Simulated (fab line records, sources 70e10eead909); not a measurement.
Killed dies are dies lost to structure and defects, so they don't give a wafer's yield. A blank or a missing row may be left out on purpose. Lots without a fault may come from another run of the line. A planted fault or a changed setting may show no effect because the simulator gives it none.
Which tool did it? | flow nand_harc | 12 lots, 36 wafers sampled, at 5 steps of a route of 1302

WHAT THE GAUGES READ, wafer by wafer
NHARC_END_SORT_01.
lot  | measured     | on        | killed_at_array | killed_at_other | killed_at_periphery | killed_dies | killed_open | killed_short
L264 | day 31 06:24 | prober-02 | 667 670 669     | 1 1 2           | 9 6 6               | 677 677 677 | 1 4 7       | 2 4 1
L267 | day 32 07:26 | prober-01 | 670 670 673     | 0 1 0           | 7 6 4               | 677 677 677 | 1 2 2       | 4 2 0

WHICH TOOL RAN EACH LOT (tool, then ch and the chambers of the sampled wafers, then the start)
lot  | NHARC_A_CONTACT_ETCH_117             | NHARC_A_CONTACT_ETCH_119             | NHARC_A_CONTACT_ETCH_120             | NHARC_A_CONTACT_ETCH_96
L248 | har_cap_etch-03 ch 0,1, day 22 07:26 | har_cap_etch-03 ch 0,1, day 22 07:47 | har_cap_etch-03 ch 0,1, day 22 07:57 | rie_diel-04 ch 0,1,3, day 22 09:31
L249 | har_cap_etch-02 ch 0,1, day 22 07:47 | har_cap_etch-02 ch 0,1, day 22 08:07 | har_cap_etch-02 ch 0,1, day 22 08:17 | rie_diel-04 ch 0,1,2, day 22 09:52
L250 | har_cap_etch-01 ch 0,1, day 22 21:02 | har_cap_etch-01 ch 0,1, day 22 21:22 | har_cap_etch-01 ch 0,1, day 22 21:32 | rie_diel-07 ch 2,3, day 23 00:02
L252 | har_cap_etch-03 ch 0,1, day 23 01:19 | har_cap_etch-03 ch 0,1, day 23 01:39 | har_cap_etch-03 ch 0,1, day 23 01:50 | rie_diel-04 ch 0,2,3, day 23 03:41
L253 | har_cap_etch-02 ch 0,1, day 23 01:51 | har_cap_etch-02 ch 0,1, day 23 02:12 | har_cap_etch-02 ch 0,1, day 23 02:22 | rie_diel-07 ch 0,1,3, day 23 04:01
L255 | har_cap_etch-01 ch 0, day 24 06:42   | har_cap_etch-01 ch 0, day 24 07:02   | har_cap_etch-01 ch 0, day 24 07:13   | rie_diel-13 ch 1,2, day 24 08:50
L254 | har_cap_etch-03 ch 1, day 24 07:35   | har_cap_etch-03 ch 1, day 24 07:55   | har_cap_etch-03 ch 1, day 24 08:06   | rie_diel-07 ch 1,2,3, day 24 09:41
L256 | har_cap_etch-03 ch 0,1, day 24 20:46 | har_cap_etch-03 ch 0,1, day 24 21:07 | har_cap_etch-03 ch 0,1, day 24 21:17 | rie_diel-13 ch 0,1,2, day 24 22:54
L258 | har_cap_etch-02 ch 0,1, day 25 16:11 | har_cap_etch-02 ch 0,1, day 25 16:31 | har_cap_etch-02 ch 0,1, day 25 16:41 | rie_diel-04 ch 1,2, day 25 18:17
L260 | har_cap_etch-01 ch 0,1, day 26 01:34 | har_cap_etch-01 ch 0,1, day 26 01:54 | har_cap_etch-01 ch 0,1, day 26 02:04 | rie_diel-07 ch 0,1,3, day 26 03:41
L264 | har_cap_etch-01 ch 0,1, day 28 12:39 | har_cap_etch-01 ch 0,1, day 28 13:00 | har_cap_etch-01 ch 0,1, day 28 13:10 | rie_diel-07 ch 0,3, day 28 14:48
L267 | har_cap_etch-02 ch 0,1, day 29 14:16 | har_cap_etch-02 ch 0,1, day 29 14:37 | har_cap_etch-02 ch 0,1, day 29 14:47 | rie_diel-07 ch 0,1,2, day 29 16:24
- NHARC_A_CONTACT_ETCH_117: etches the open film in C4F8/O2/Ar, time 190 s, target depth 1850 nm.
- NHARC_A_CONTACT_ETCH_119: etches the open film in C4F8/O2/Ar, time 190 s, target depth 1850 nm.
- NHARC_A_CONTACT_ETCH_120: etches the open film in C4F8/O2/Ar, time 190 s, target depth 1850 nm.
- NHARC_A_CONTACT_ETCH_96: etches the open film in C4F6/O2, target depth 20 nm, time 10 s.

WHAT THE TOOLS THEMSELVES READ (means of the sampled wafers that have a number; where no wafer has one, the mark that the record gives instead)
NHARC_A_CONTACT_ETCH_96.
lot  | tool        | c4f6_flow_sccm (sccm) | drypump_motor_current_A (A) | oes_product_au (a.u.) | rf_fwd_power_W (W) | rf_vpp_V (V) | run_length_s (s) | showerhead_plenum_p_Torr (Torr) | throttle_valve_pct (%)
L248 | rie_diel-04 | 25.06                 | 5.2                         | 0.943                 | 591                | 547          | 31.4             | 3.92                            | 26.899
L249 | rie_diel-04 | 25.00                 | 5.3                         | 0.951                 | 590                | 549          | 31.3             | 4.01                            | 26.895
L250 | rie_diel-07 | 24.98                 | 5.3                         | 0.990                 | 590                | 547          | 31.5             | 3.91                            | 26.900
L252 | rie_diel-04 | 24.95                 | 5.7                         | 0.964                 | 589                | 548          | 31.1             | 4.01                            | 26.902
L253 | rie_diel-07 | 25.10                 | 5.2                         | 1.001                 | 587                | 545          | 31.1             | 3.86                            | 26.904
L255 | rie_diel-13 | 25.01                 | 5.5                         | 1.007                 | 586                | 544          | 31.1             | 3.80                            | 26.899
L254 | rie_diel-07 | 25.03                 | 5.4                         | 0.961                 | 590                | 545          | 31.5             | 3.81                            | 26.905
L256 | rie_diel-13 | 24.99                 | 5.6                         | 0.956                 | 585                | 543          | 31.1             | 3.75                            | 26.890
L258 | rie_diel-04 | 25.05                 | 5.8                         | 0.972                 | 588                | 549          | 31.3             | 4.02                            | 26.890
L260 | rie_diel-07 | 24.99                 | 5.2                         | 0.952                 | 589                | 544          | 31.2             | 3.86                            | 26.909
L264 | rie_diel-07 | 24.97                 | 5.0                         | 0.977                 | -                  | 547          | 26.9             | 3.93                            | 26.909
L267 | rie_diel-07 | 25.00                 | 5.3                         | 0.967                 | -                  | 549          | 27.5             | 4.06                            | 26.903

THE ANSWER, worked out from the rows above alone
Rule: what is usual is taken from the lots themselves. Put in order of their means at a reading, lots are off if they are a third of the lots or fewer, leave a main group of 4 or more, and stand apart from it by a gap of 3 or more times the standard deviation of the main group's means; of several such gaps the widest counts. A main group whose means are all the same, to the digits that the tables above print for the reading, isn't used. A lot without any number at a reading at which 4 lots or more have one is off too. The other lots that the step has rows for count as sound. The gauges are gone through in route order, then the tools' own readings, and for those a lot's mean is taken as printed above. The first step at which some lot is off is used, and at that step the reading that is off furthest; a lot without a number counts as furthest.
Off: L264, L267, at NHARC_A_CONTACT_ETCH_96 (rf_fwd_power_W). Without a number there: L264, L267. The main group: mean 588 W, standard deviation 1.9.
A tool fits if, at that step or a process step before it, it ran every lot that is off, and no sound lot after the first of them. One fits: rie_diel-07 at NHARC_A_CONTACT_ETCH_96. Its last sound lot is L260 (day 26 03:41), its first lot that is off L264 (day 28 14:48): a fault that began between those two fits.
The tool's own readings at NHARC_A_CONTACT_ETCH_96 bear it out: on the lots that are off they differ by more than 5 times the standard deviation of the sound lots' means. run_length_s reads 27.2 s there against 31.3 s on the sound lots.
Blank at NHARC_A_CONTACT_ETCH_96 on the lots that are off, where sound lots have numbers: rf_fwd_power_W.

WHAT THE SIMULATOR HAD PUT IN
Process parameter drift: rie_diel-07, from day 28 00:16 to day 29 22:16, at NHARC_A_CONTACT_ETCH_96. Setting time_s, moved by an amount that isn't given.
Lots struck among those shown: L264, L267. The rule above found the same.
